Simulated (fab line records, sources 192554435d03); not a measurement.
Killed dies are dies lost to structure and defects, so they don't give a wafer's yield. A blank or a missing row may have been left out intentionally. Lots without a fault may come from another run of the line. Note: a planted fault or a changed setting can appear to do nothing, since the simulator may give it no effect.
Which tool was responsible? + flow n5-finfet + 11 lots with 33 wafers sampled at 4 steps, on a route of 1938 steps

== WHAT THE GAUGES READ, wafer by wafer ==
N5_PASSIVATION_INSPECT_61: inspects for defects (macro).
| lot  | measured     | on                | raw-defect-count |
|------|--------------|-------------------|------------------|
| L283 | day 11 23:02 | defect-inspect-02 | 5 4 2            |
| L284 | day 12 04:19 | defect-inspect-02 | 0 3 4            |
| L286 | day 13 08:16 | defect-inspect-01 | 3 1 1            |
| L287 | day 13 03:35 | defect-inspect-02 | 2 3 2            |
| L288 | day 13 16:56 | defect-inspect-02 | 5 4 1            |
| L290 | day 13 20:35 | defect-inspect-02 | 4 3 2            |
| L291 | day 13 22:03 | defect-inspect-02 | 0 3 1            |
| L292 | day 14 05:43 | defect-inspect-01 | 2 1 2            |
| L293 | day 15 20:20 | defect-inspect-01 | 2 2 2            |
| L294 | day 15 07:17 | defect-inspect-01 | 3 5 4            |
| L301 | day 16 23:35 | defect-inspect-01 | 5 0 3            |

== WHICH TOOL RAN EACH LOT (tool, then ch and the chambers of the sampled wafers, then the start) ==
| lot  | N5_BEOL_M4_EXPOSE_08              | N5_MIM_TOP_LITHO_DESCUM_10         | N5_MIM_BOT_ETCH_STRIP_01           |
|------|-----------------------------------|------------------------------------|------------------------------------|
| L283 | euv-scanner-02 ch 0, day 7 10:31  | rie-diel-05 ch 0,2,3, day 11 19:57 | rie-diel-05 ch 1,2,3, day 11 21:27 |
| L284 | euv-scanner-01 ch 0, day 8 00:54  | rie-diel-01 ch 0,2,3, day 12 02:04 | rie-diel-05 ch 0,1,3, day 12 03:19 |
| L286 | euv-scanner-02 ch 0, day 8 13:59  | rie-diel-06 ch 0,2, day 13 03:55   | rie-diel-01 ch 0,3, day 13 05:15   |
| L287 | euv-scanner-01 ch 0, day 8 21:32  | rie-diel-05 ch 2,3, day 13 00:47   | rie-diel-01 ch 1,3, day 13 02:28   |
| L288 | euv-scanner-01 ch 0, day 8 23:31  | rie-diel-01 ch 0,2,3, day 13 14:42 | rie-diel-01 ch 0,2,3, day 13 15:52 |
| L290 | euv-scanner-02 ch 0, day 9 05:22  | rie-diel-05 ch 1,2,3, day 13 18:24 | rie-diel-06 ch 0,3, day 13 19:37   |
| L291 | euv-scanner-01 ch 0, day 9 10:01  | rie-diel-05 ch 0,2,3, day 13 18:44 | rie-diel-01 ch 1,2, day 13 19:51   |
| L292 | euv-scanner-02 ch 0, day 9 23:50  | rie-diel-06 ch 0,1,2, day 14 02:52 | rie-diel-05 ch 1,3, day 14 03:59   |
| L293 | euv-scanner-01 ch 0, day 10 12:46 | rie-diel-05 ch 0,1, day 15 08:04   | rie-diel-01 ch 0,1,3, day 15 09:17 |
| L294 | euv-scanner-02 ch 0, day 10 17:20 | rie-diel-01 ch 1,2,3, day 15 03:26 | rie-diel-01 ch 0,2,3, day 15 04:41 |
| L301 | euv-scanner-02 ch 0, day 11 19:51 | rie-diel-01 ch 0,1,3, day 16 19:16 | rie-diel-06 ch 1,2,3, day 16 20:33 |
- N5_BEOL_M4_EXPOSE_08: exposes mask M4.
- N5_MIM_TOP_LITHO_DESCUM_10: chemistry O2, time 7.9 s.
- N5_MIM_BOT_ETCH_STRIP_01: strips in O2.

== THE ANSWER, worked out from the rows above alone ==
Rule: the usual values come from the lots themselves. Put in order of their means at a reading, lots are off if they are a third of the lots or fewer, leave a main group of 4 or more, and stand apart from it by a gap of 3 or more times the standard deviation of the main group's means; of several such gaps the widest counts. A main group is skipped when, at the precision printed for the reading in the tables above, its means are all equal. A lot without any number at a reading at which 4 lots or more have one is off too. The other lots that the step has rows for count as sound.
Across all readings shown, no lot is off: no conclusion can be drawn from this.

== WHAT WAS PUT IN BY THE SIMULATOR ==
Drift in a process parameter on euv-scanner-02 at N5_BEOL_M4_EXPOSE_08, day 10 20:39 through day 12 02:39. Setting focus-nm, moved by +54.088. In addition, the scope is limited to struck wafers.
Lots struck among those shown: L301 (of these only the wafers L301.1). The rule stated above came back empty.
